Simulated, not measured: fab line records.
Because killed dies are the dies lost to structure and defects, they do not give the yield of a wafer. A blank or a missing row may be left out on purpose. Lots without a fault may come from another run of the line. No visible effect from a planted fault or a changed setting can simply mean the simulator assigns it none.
Which tool is to blame? -- flow n5-finfet -- Sampling: 9 lots, 27 wafers, 4 of 1938 route steps

== WHAT EACH GAUGE READ, for each wafer ==
N5_BEOL_M1_OVL_MEAS_12.
lot,measured,on,M1_OVL (nm)
L522,day 6 15:46,overlay-02,-0.1 -0.1 -0.1
L523,day 6 22:34,overlay-01,-0.5 -1.4 0.1
L526,day 7 06:10,overlay-01,-1.1 -0.3 0.1
L528,day 8 08:58,overlay-01,1.0 0.7 0.7
L532,day 9 05:20,overlay-01,-0.4 0.4 0.4
L533,day 9 12:23,overlay-01,-0.3 -0.7 -0.5
L536,day 10 02:47,overlay-01,7.3 7.9 7.6
L539,day 10 22:08,overlay-02,7.9 7.5 7.3
L542,day 11 13:16,overlay-02,-0.7 -1.1 -0.8

== WHICH TOOL RAN EACH LOT (tool, then ch and the chambers of the sampled wafers, then the start) ==
lot,N5_BEOL_M0_ANNEAL_119,N5_BEOL_M1_PECVD_72,N5_BEOL_M1_EXPOSE_08
L522,"rtp-anneal-01 ch 0, day 6 12:05","pecvd-03 ch 0,1,2, day 6 13:15","euv-scanner-01 ch 0, day 6 15:37"
L523,"rtp-anneal-01 ch 0, day 6 19:05","pecvd-02 ch 0,1,2, day 6 20:08","euv-scanner-02 ch 0, day 6 22:25"
L526,"rtp-anneal-01 ch 0, day 7 01:49","pecvd-01 ch 1,2, day 7 02:49","euv-scanner-02 ch 0, day 7 06:01"
L528,"rtp-anneal-02 ch 0, day 8 06:53","pecvd-02 ch 0,1,2, day 8 07:52","euv-scanner-02 ch 0, day 8 08:49"
L532,"rtp-anneal-02 ch 0, day 9 03:52","pecvd-03 ch 0,1, day 9 04:51","euv-scanner-01 ch 0, day 9 05:11"
L533,"rtp-anneal-02 ch 0, day 9 09:40","pecvd-02 ch 0,2, day 9 10:41","euv-scanner-01 ch 0, day 9 12:13"
L536,"rtp-anneal-01 ch 0, day 10 00:26","pecvd-03 ch 1,2, day 10 01:29","euv-scanner-02 ch 0, day 10 02:38"
L539,"rtp-anneal-01 ch 0, day 10 20:23","pecvd-01 ch 1,2, day 10 21:25","euv-scanner-02 ch 0, day 10 21:58"
L542,"rtp-anneal-01 ch 0, day 11 10:29","pecvd-01 ch 1,2, day 11 11:28","euv-scanner-01 ch 0, day 11 13:07"
- N5_BEOL_M0_ANNEAL_119: time 90 s.
- N5_BEOL_M1_PECVD_72: deposits SiO2 from TEOS/O2, target thk 16 nm, time 18 s.
- N5_BEOL_M1_EXPOSE_08: exposes mask M1.

== THE ANSWER, worked out from the rows above alone ==
Rule: the lots themselves supply what counts as usual. Put in order of their means at a reading, lots are off if they are a third of the lots or fewer, leave a main group of 4 or more, and stand apart from it by a gap of 3 or more times the standard deviation of the main group's means; of several such gaps the widest counts. Not used: any main group whose means are identical at the precision the tables above print for the reading. Also off: a lot with no number at a reading for which 4 or more lots have one. All remaining lots with rows at the step are treated as sound.
Off: L536, L539, seen at N5_BEOL_M1_OVL_MEAS_12 (M1_OVL). The main group: mean -0.2 nm, standard deviation 0.52.
A tool fits if, at a process step before that reading, it ran every lot that is off, and no sound lot after the first of them. The gauges at N5_BEOL_M1_OVL_MEAS_12 are tried like those tools. One candidate fits, namely euv-scanner-02 at N5_BEOL_M1_EXPOSE_08. A fault onset in the window from L528 (day 8 08:49, its last sound lot) to L536 (day 10 02:38, its first lot off) fits.

== WHAT HAD BEEN PUT IN BY THE SIMULATOR ==
Scanner matching overlay: euv-scanner-02, from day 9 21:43 on, at N5_BEOL_M1_EXPOSE_08. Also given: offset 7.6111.
Shown lots that were struck: L536, L539. The rule given above showed the same thing.
